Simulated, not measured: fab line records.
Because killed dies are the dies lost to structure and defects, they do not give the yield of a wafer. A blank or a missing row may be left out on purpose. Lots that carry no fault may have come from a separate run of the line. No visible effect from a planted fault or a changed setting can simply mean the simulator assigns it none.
Split-lot study || flow n5 finfet || 7 lots, 21 wafers read, on a route of 1938 steps

== ON THE SPLIT ==
At N5_PASSIVATION_PECVD_01 (deposits SiNx from SiH4/NH3/N2, target thk 200 nm, time 43.2 s), the setting time s was moved away from the recipe's 43.2 s on 6 of the 21 wafers read, by -14.2% to +11.4%. For the rest of the wafers, this setting stayed at what the recipe calls for.

The reading is taken at the split's own step.

== THE READING ==
SiNx_of_PASSIVATION_PECVD_01.thk nm (the simulator's own value, which no gauge read), in nm, at N5_PASSIVATION_PECVD_01 (deposits SiNx from SiH4/NH3/N2, target thk 200 nm, time 43.2 s). There is no usual value for it anywhere in the file. The 15 wafers here that ran the recipe average 200.4 nm, standard deviation 2.5 nm.

{"wafer": "L079.4", "tool, chamber at the split": "pecvd-01, 1", "time s as run, s": 43.2, "against the recipe": "recipe", "SiNx_of_PASSIVATION_PECVD_01.thk nm, nm": 200.4, "against lot-mates on the recipe": "-"}
{"wafer": "L079.5", "tool, chamber at the split": "pecvd-01, 0", "time s as run, s": 43.2, "against the recipe": "recipe", "SiNx_of_PASSIVATION_PECVD_01.thk nm, nm": 202.4, "against lot-mates on the recipe": "-"}
{"wafer": "L079.6", "tool, chamber at the split": "pecvd-01, 2", "time s as run, s": 43.2, "against the recipe": "recipe", "SiNx_of_PASSIVATION_PECVD_01.thk nm, nm": 203.6, "against lot-mates on the recipe": "-"}
{"wafer": "L077.3", "tool, chamber at the split": "pecvd-03, 2", "time s as run, s": 46.87, "against the recipe": "+8.5%", "SiNx_of_PASSIVATION_PECVD_01.thk nm, nm": 213.4, "against lot-mates on the recipe": "+12.6"}
{"wafer": "L077.5", "tool, chamber at the split": "pecvd-03, 2", "time s as run, s": 43.2, "against the recipe": "recipe", "SiNx_of_PASSIVATION_PECVD_01.thk nm, nm": 198.6, "against lot-mates on the recipe": "-"}
{"wafer": "L077.6", "tool, chamber at the split": "pecvd-03, 1", "time s as run, s": 43.2, "against the recipe": "recipe", "SiNx_of_PASSIVATION_PECVD_01.thk nm, nm": 203, "against lot-mates on the recipe": "-"}
{"wafer": "L080.4", "tool, chamber at the split": "pecvd-01, 1", "time s as run, s": 48.11, "against the recipe": "+11.4%", "SiNx_of_PASSIVATION_PECVD_01.thk nm, nm": 220.8, "against lot-mates on the recipe": "+19.6"}
{"wafer": "L080.5", "tool, chamber at the split": "pecvd-01, 0", "time s as run, s": 48.11, "against the recipe": "+11.4%", "SiNx_of_PASSIVATION_PECVD_01.thk nm, nm": 227, "against lot-mates on the recipe": "+25.8"}
{"wafer": "L080.6", "tool, chamber at the split": "pecvd-01, 2", "time s as run, s": 43.2, "against the recipe": "recipe", "SiNx_of_PASSIVATION_PECVD_01.thk nm, nm": 201.2, "against lot-mates on the recipe": "-"}
{"wafer": "L084.2", "tool, chamber at the split": "pecvd-03, 1", "time s as run, s": 43.2, "against the recipe": "recipe", "SiNx_of_PASSIVATION_PECVD_01.thk nm, nm": 199.2, "against lot-mates on the recipe": "-"}
{"wafer": "L084.3", "tool, chamber at the split": "pecvd-03, 2", "time s as run, s": 37.06, "against the recipe": "-14.2%", "SiNx_of_PASSIVATION_PECVD_01.thk nm, nm": 166.2, "against lot-mates on the recipe": -34.5}
{"wafer": "L084.6", "tool, chamber at the split": "pecvd-03, 0", "time s as run, s": 43.2, "against the recipe": "recipe", "SiNx_of_PASSIVATION_PECVD_01.thk nm, nm": 202.2, "against lot-mates on the recipe": "-"}
{"wafer": "L085.2", "tool, chamber at the split": "pecvd-01, 0", "time s as run, s": 43.2, "against the recipe": "recipe", "SiNx_of_PASSIVATION_PECVD_01.thk nm, nm": 199.8, "against lot-mates on the recipe": "-"}
{"wafer": "L085.3", "tool, chamber at the split": "pecvd-01, 1", "time s as run, s": 43.2, "against the recipe": "recipe", "SiNx_of_PASSIVATION_PECVD_01.thk nm, nm": 197.8, "against lot-mates on the recipe": "-"}
{"wafer": "L085.5", "tool, chamber at the split": "pecvd-01, 2", "time s as run, s": 43.2, "against the recipe": "recipe", "SiNx_of_PASSIVATION_PECVD_01.thk nm, nm": 205.6, "against lot-mates on the recipe": "-"}
{"wafer": "L087.1", "tool, chamber at the split": "pecvd-04, 2", "time s as run, s": 43.2, "against the recipe": "recipe", "SiNx_of_PASSIVATION_PECVD_01.thk nm, nm": 196.4, "against lot-mates on the recipe": "-"}
{"wafer": "L087.3", "tool, chamber at the split": "pecvd-04, 0", "time s as run, s": 45.53, "against the recipe": "+5.4%", "SiNx_of_PASSIVATION_PECVD_01.thk nm, nm": 209.6, "against lot-mates on the recipe": "+11.1"}
{"wafer": "L087.6", "tool, chamber at the split": "pecvd-04, 1", "time s as run, s": 43.2, "against the recipe": "recipe", "SiNx_of_PASSIVATION_PECVD_01.thk nm, nm": 200.6, "against lot-mates on the recipe": "-"}
{"wafer": "L097.1", "tool, chamber at the split": "pecvd-04, 0", "time s as run, s": 43.2, "against the recipe": "recipe", "SiNx_of_PASSIVATION_PECVD_01.thk nm, nm": 199.2, "against lot-mates on the recipe": "-"}
{"wafer": "L097.3", "tool, chamber at the split": "pecvd-04, 2", "time s as run, s": 43.2, "against the recipe": "recipe", "SiNx_of_PASSIVATION_PECVD_01.thk nm, nm": 196.4, "against lot-mates on the recipe": "-"}
{"wafer": "L097.5", "tool, chamber at the split": "pecvd-04, 1", "time s as run, s": 40.88, "against the recipe": "-5.4%", "SiNx_of_PASSIVATION_PECVD_01.thk nm, nm": 186.8, "against lot-mates on the recipe": -11.0}

THE FIT
A straight line over all 21 wafers: SiNx_of_PASSIVATION_PECVD_01.thk nm changes by +2.14 nm for each +1% of time s; r = +0.97; the points scatter about the line by 2.9 nm.
The same after taking each lot's own level away (the mean of its wafers on the recipe; 21 wafers): +2.1 nm for each +1%; r = +0.98; scatter 2.6 nm.
That fit puts the effect of the largest move of time s on the reading at 30 nm.
Across the lots, their own levels run from 197.80 to 202.13 nm, a range of 1.7 times the standard deviation given above.
The two slopes agree, so the slope changes little with the lot-to-lot level.
Check: with one of the wafers moved furthest among these (-14.2%) left out of the fit, the line predicts -27.3 nm for it against its lot-mates. Against them it came out at -34.5 nm.

== FURTHER SPLITS ON THESE WAFERS ==
Other splits were also applied to these wafers ahead of the reading. Each is held against what the fit with the lots' levels taken away leaves over:
{"other split on the same wafers": "N5_BEOL_M14_EXPOSE_25 dose mj", "wafers away from the commonest value": 5, "r with SiNx_of_PASSIVATION_PECVD_01.thk nm (lot level and that fit taken away)": "+0.01"}
{"other split on the same wafers": "N5_BEOL_M14_TRENCH_ETCH_34 bias w", "wafers away from the commonest value": 6, "r with SiNx_of_PASSIVATION_PECVD_01.thk nm (lot level and that fit taken away)": -0.30}
{"other split on the same wafers": "N5_MIM_BOT_SPUTTER_00 time s", "wafers away from the commonest value": 7, "r with SiNx_of_PASSIVATION_PECVD_01.thk nm (lot level and that fit taken away)": "+0.15"}
{"other split on the same wafers": "N5_MIM_TOP_LITHO_EXPOSE_05 dose mj", "wafers away from the commonest value": 6, "r with SiNx_of_PASSIVATION_PECVD_01.thk nm (lot level and that fit taken away)": -0.08}

== THE FILE'S OWN FIT ==
SiNx_of_PASSIVATION_PECVD_01.thk nm changes by +2.11 nm for each +1% of time s, r = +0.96.
